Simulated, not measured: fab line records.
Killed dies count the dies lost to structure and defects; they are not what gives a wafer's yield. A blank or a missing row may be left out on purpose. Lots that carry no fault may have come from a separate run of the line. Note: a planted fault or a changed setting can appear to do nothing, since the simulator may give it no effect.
Matching of chambers / flow n5Finfet / N5_BEOL_M6_ETCH_65 on rieDiel-02 has 4 sister chambers
The step etches SiARC in CF4, target depth 15.6 nm, time 26 s. 16 wafers are shown with their chamber, then 8 later ones without.

EACH WAFER AND ITS CHAMBER
wafer=L075.1; chamber=0; drypumpMotorCurrentA (A)=6.3; showerheadPlenumPTorr (Torr)=2.13; etchRfOnTimeS (s)=25.8
wafer=L075.3; chamber=3; drypumpMotorCurrentA (A)=5.8; showerheadPlenumPTorr (Torr)=2.11; etchRfOnTimeS (s)=26.6
wafer=L075.6; chamber=0; drypumpMotorCurrentA (A)=6.4; showerheadPlenumPTorr (Torr)=2.13; etchRfOnTimeS (s)=25.9
wafer=L076.1; chamber=2; drypumpMotorCurrentA (A)=5.9; showerheadPlenumPTorr (Torr)=2.21; etchRfOnTimeS (s)=26.4
wafer=L076.3; chamber=3; drypumpMotorCurrentA (A)=5.8; showerheadPlenumPTorr (Torr)=2.10; etchRfOnTimeS (s)=26.5
wafer=L076.4; chamber=0; drypumpMotorCurrentA (A)=6.3; showerheadPlenumPTorr (Torr)=2.13; etchRfOnTimeS (s)=25.6
wafer=L078.1; chamber=3; drypumpMotorCurrentA (A)=5.8; showerheadPlenumPTorr (Torr)=2.10; etchRfOnTimeS (s)=26.7
wafer=L078.4; chamber=1; drypumpMotorCurrentA (A)=6.6; showerheadPlenumPTorr (Torr)=2.25; etchRfOnTimeS (s)=25.9
wafer=L078.5; chamber=0; drypumpMotorCurrentA (A)=6.4; showerheadPlenumPTorr (Torr)=2.12; etchRfOnTimeS (s)=25.8
wafer=L081.1; chamber=3; drypumpMotorCurrentA (A)=5.7; showerheadPlenumPTorr (Torr)=2.10; etchRfOnTimeS (s)=26.3
wafer=L081.2; chamber=1; drypumpMotorCurrentA (A)=6.6; showerheadPlenumPTorr (Torr)=2.24; etchRfOnTimeS (s)=26.0
wafer=L081.5; chamber=2; drypumpMotorCurrentA (A)=5.9; showerheadPlenumPTorr (Torr)=2.20; etchRfOnTimeS (s)=26.7
wafer=L084.2; chamber=3; drypumpMotorCurrentA (A)=5.7; showerheadPlenumPTorr (Torr)=2.10; etchRfOnTimeS (s)=26.3
wafer=L084.4; chamber=1; drypumpMotorCurrentA (A)=6.6; showerheadPlenumPTorr (Torr)=2.24; etchRfOnTimeS (s)=25.8
wafer=L084.5; chamber=0; drypumpMotorCurrentA (A)=6.4; showerheadPlenumPTorr (Torr)=2.12; etchRfOnTimeS (s)=25.9
wafer=L086.1; chamber=3; drypumpMotorCurrentA (A)=5.7; showerheadPlenumPTorr (Torr)=2.10; etchRfOnTimeS (s)=26.5

SIGNATURES, as means of the wafers listed above
reading=drypumpMotorCurrentA; chamber 0=6.360; chamber 1=6.600; chamber 2=5.900; chamber 3=5.750; scatter within a chamber=0.0474
reading=showerheadPlenumPTorr; chamber 0=2.1260; chamber 1=2.2433; chamber 2=2.2050; chamber 3=2.1017; scatter within a chamber=0.00516
reading=etchRfOnTimeS; chamber 0=25.800; chamber 1=25.900; chamber 2=26.550; chamber 3=26.483; scatter within a chamber=0.145
Rule: for a wafer and a chamber, the distance is found by dividing, reading by reading, the gap between the wafer's reading and the chamber's mean by the reading's scatter, squaring, summing and taking the root. The wafer belongs to the nearest chamber; if the next one is less than 2 further off, it can't be placed. The scatter is the square root of a quotient: the sum, over the shown wafers, of each reading's squared deviation from its chamber's mean, divided by wafers minus chambers.

WAFERS WITHOUT THEIR CHAMBER
wafer=L086.2; drypumpMotorCurrentA (A)=6.4; showerheadPlenumPTorr (Torr)=2.12; etchRfOnTimeS (s)=25.9
wafer=L086.3; drypumpMotorCurrentA (A)=6.6; showerheadPlenumPTorr (Torr)=2.24; etchRfOnTimeS (s)=26.0
wafer=L088.1; drypumpMotorCurrentA (A)=6.4; showerheadPlenumPTorr (Torr)=2.12; etchRfOnTimeS (s)=26.0
wafer=L088.4; drypumpMotorCurrentA (A)=5.7; showerheadPlenumPTorr (Torr)=2.10; etchRfOnTimeS (s)=26.3
wafer=L088.6; drypumpMotorCurrentA (A)=6.6; showerheadPlenumPTorr (Torr)=2.24; etchRfOnTimeS (s)=26.0
wafer=L097.2; drypumpMotorCurrentA (A)=5.9; showerheadPlenumPTorr (Torr)=2.19; etchRfOnTimeS (s)=26.4
wafer=L097.3; drypumpMotorCurrentA (A)=5.8; showerheadPlenumPTorr (Torr)=2.09; etchRfOnTimeS (s)=26.3
wafer=L097.4; drypumpMotorCurrentA (A)=6.4; showerheadPlenumPTorr (Torr)=2.11; etchRfOnTimeS (s)=26.0

THE CHAMBER EACH PASSED THROUGH
wafer=L086.2; from the rows above=0; in truth=0
wafer=L086.3; from the rows above=1; in truth=1
wafer=L088.1; from the rows above=0; in truth=0
wafer=L088.4; from the rows above=3; in truth=3
wafer=L088.6; from the rows above=1; in truth=1
wafer=L097.2; from the rows above=2; in truth=2
wafer=L097.3; from the rows above=3; in truth=3
wafer=L097.4; from the rows above=0; in truth=0
Correct placement for 8 of the 8. Number that these rows cannot place: 0. Placed wrongly: 0.
